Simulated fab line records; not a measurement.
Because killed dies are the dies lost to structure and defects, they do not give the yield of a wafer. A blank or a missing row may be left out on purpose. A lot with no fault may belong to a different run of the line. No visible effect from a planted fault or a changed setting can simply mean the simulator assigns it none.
Which of the tools did it?    flow n5-finfet    Sampling: 10 lots, 30 wafers, 7 of 1938 route steps

== WHAT EACH GAUGE READ, for each wafer ==
N5_BEOL_M6_INSPECT_58: inspects for defects (darkfield).
lot   measured      on                 raw-defect-count
L978  day 11 22:49  defect-inspect-01  65 68 67
L977  day 12 02:37  defect-inspect-02  113 54 83
L979  day 12 18:57  defect-inspect-02  54 50 54
L980  day 12 21:09  defect-inspect-02  53 28 39
L982  day 13 09:38  defect-inspect-01  43 41 44
L976  day 14 19:38  defect-inspect-02  67 65 56
L990  day 15 00:31  defect-inspect-01  553 601 56
L993  day 16 05:06  defect-inspect-02  92 50 61
L995  day 16 08:31  defect-inspect-02  31 57 47
L996  day 16 11:25  defect-inspect-02  58 84 34

N5_BEOL_M7_INSPECT_13: inspects for defects (brightfield).
lot   measured      on                 raw-defect-count
L978  day 12 02:00  defect-inspect-01  440 367 411
L977  day 12 04:59  defect-inspect-02  549 417 461
L979  day 12 20:50  defect-inspect-01  258 353 419
L980  day 13 00:35  defect-inspect-02  288 207 243
L982  day 13 11:52  defect-inspect-02  250 233 412
L976  day 14 21:40  defect-inspect-02  353 288 379
L990  day 15 03:02  defect-inspect-01  911 884 290
L993  day 16 06:32  defect-inspect-02  412 254 321
L995  day 16 10:16  defect-inspect-02  403 404 474
L996  day 16 15:16  defect-inspect-02  431 479 368

N5_BEOL_M7_INSPECT_30: inspects for defects (brightfield).
lot   measured      on                 raw-defect-count
L978  day 12 04:29  defect-inspect-01  418 382 410
L977  day 12 07:26  defect-inspect-01  533 394 441
L979  day 12 23:09  defect-inspect-01  246 383 450
L980  day 13 02:26  defect-inspect-01  253 187 223
L982  day 13 13:27  defect-inspect-02  259 235 420
L976  day 14 23:15  defect-inspect-02  373 294 388
L990  day 15 06:40  defect-inspect-02  953 879 327
L993  day 16 08:56  defect-inspect-02  390 270 298
L995  day 16 14:05  defect-inspect-02  399 379 488
L996  day 16 17:55  defect-inspect-02  459 513 379

== TOOL THAT RAN EACH LOT (tool first, then ch and the chambers of the sampled wafers, then the start) ==
lot   N5_BEOL_M6_DEGAS_44           N5_BEOL_M6_SURFACE_TREAT_79   N5_BEOL_M6_DEP_56                N5_BEOL_M7_ILD_DEP_00
L978  pvd-sputter-02, day 11 19:52  pvd-sputter-03, day 11 21:35  pecvd-03 ch 0,1,2, day 11 22:43  pecvd-04 ch 1,2, day 11 22:50
L977  pvd-sputter-03, day 11 23:40  pvd-sputter-02, day 12 01:25  pecvd-02 ch 0,1,2, day 12 02:32  pecvd-01 ch 0,1,2, day 12 02:40
L979  pvd-sputter-02, day 12 17:20  pvd-sputter-01, day 12 17:47  pecvd-02 ch 0,2, day 12 18:52    pecvd-04 ch 0,2, day 12 18:59
L980  pvd-sputter-01, day 12 17:42  pvd-sputter-02, day 12 18:07  pecvd-03 ch 1,2, day 12 21:02    pecvd-04 ch 0,1, day 12 21:14
L982  pvd-sputter-03, day 13 08:02  pvd-sputter-01, day 13 08:25  pecvd-02 ch 1,2, day 13 09:32    pecvd-01 ch 0,1,2, day 13 09:41
L976  pvd-sputter-02, day 14 18:03  pvd-sputter-02, day 14 18:26  pecvd-04 ch 0,1, day 14 19:32    pecvd-04 ch 0,1, day 14 19:41
L990  pvd-sputter-01, day 14 21:53  pvd-sputter-03, day 14 22:28  pecvd-03 ch 0,1, day 15 00:25    pecvd-01 ch 0,2, day 15 00:34
L993  pvd-sputter-01, day 16 01:58  pvd-sputter-03, day 16 03:27  pecvd-04 ch 0,1, day 16 05:01    pecvd-02 ch 0,1, day 16 05:08
L995  pvd-sputter-01, day 16 05:55  pvd-sputter-03, day 16 06:18  pecvd-02 ch 0,2, day 16 08:25    pecvd-04 ch 0,2, day 16 08:33
L996  pvd-sputter-01, day 16 09:28  pvd-sputter-03, day 16 09:53  pecvd-02 ch 1,2, day 16 11:20    pecvd-02 ch 0,1,2, day 16 11:28
- N5_BEOL_M6_DEGAS_44: time 60 s.
- N5_BEOL_M6_SURFACE_TREAT_79
- N5_BEOL_M6_DEP_56: deposits SiCN from 3MS/NH3, target thk 10 nm, time 17.5 s.
- N5_BEOL_M7_ILD_DEP_00: deposits SiCOH lowk from DEMS/porogen, target thk 179.75 nm, time 33.4 s.

== WHAT THE TOOLS THEMSELVES READ (means of the sampled wafers that have a number; where no wafer has one, the mark that the record gives instead) ==
N5_BEOL_M6_DEGAS_44.
lot   tool            heater-power-w (W)
L978  pvd-sputter-02  326
L977  pvd-sputter-03  316
L979  pvd-sputter-02  314
L980  pvd-sputter-01  339
L982  pvd-sputter-03  336
L976  pvd-sputter-02  321
L990  pvd-sputter-01  327
L993  pvd-sputter-01  336
L995  pvd-sputter-01  332
L996  pvd-sputter-01  320

N5_BEOL_M6_DEP_56.
lot   tool      showerhead-plenum-p-Torr (Torr)  throttle-valve-pct (%)
L978  pecvd-03  3.670                            9.0
L977  pecvd-02  3.666                            9.4
L979  pecvd-02  3.670                            8.9
L980  pecvd-03  3.671                            8.8
L982  pecvd-02  3.681                            9.3
L976  pecvd-04  3.664                            9.5
L990  pecvd-03  3.665                            9.2
L993  pecvd-04  3.667                            9.7
L995  pecvd-02  3.653                            9.1
L996  pecvd-02  3.683                            9.6

N5_BEOL_M7_ILD_DEP_00.
lot   tool      heater-power-w (W)  showerhead-plenum-p-Torr (Torr)  throttle-valve-pct (%)
L978  pecvd-04  342                 5.758                            14.3
L977  pecvd-01  325                 5.738                            13.4
L979  pecvd-04  322                 5.753                            14.0
L980  pecvd-04  375                 5.738                            14.7
L982  pecvd-01  301                 5.737                            13.3
L976  pecvd-04  362                 5.752                            15.1
L990  pecvd-01  314                 5.727                            13.8
L993  pecvd-02  304                 5.728                            14.4
L995  pecvd-04  321                 5.732                            14.0
L996  pecvd-02  306                 5.748                            14.2

== THE ANSWER, worked out from the rows above alone ==
Rule: the lots themselves supply what counts as usual. The widest of any qualifying gaps counts: lots, ordered by their means at a reading, are off when they make up no more than a third of the lots, leave a main group of 4 or more, and stand apart from it by 3 or more times the standard deviation of that group's means. A main group whose means are all the same, to the digits that the tables above print for the reading, isn't used. A lot without any number at a reading at which 4 lots or more have one is off too. Where the step has rows for the other lots, those lots are counted as sound. After the gauges, taken in route order, come the tools' own readings; for these a lot's mean is taken, as printed above. At the first step where some lot is off, the reading lying furthest off is the one used; lots without a number count as furthest.
Off: L990, at N5_BEOL_M6_INSPECT_58 (raw-defect-count). The main group: mean 58, standard deviation 13.
A tool fits if, at a process step before that reading, it ran every lot that is off, and no sound lot after the first of them. Not tried: the gauges at N5_BEOL_M6_INSPECT_58; whatever is off there is also off at N5_BEOL_M7_INSPECT_30, on other tools, and gauge error can't account for it. One candidate fits, namely pecvd-03 at N5_BEOL_M6_DEP_56. Its last sound lot is L980 (day 12 21:02), its first lot that is off L990 (day 15 00:25): a fault that began between those two fits.

== WHAT THE SIMULATOR HAD PUT IN ==
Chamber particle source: pecvd-03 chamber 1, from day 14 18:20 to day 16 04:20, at N5_BEOL_M6_DEP_56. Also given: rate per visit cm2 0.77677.
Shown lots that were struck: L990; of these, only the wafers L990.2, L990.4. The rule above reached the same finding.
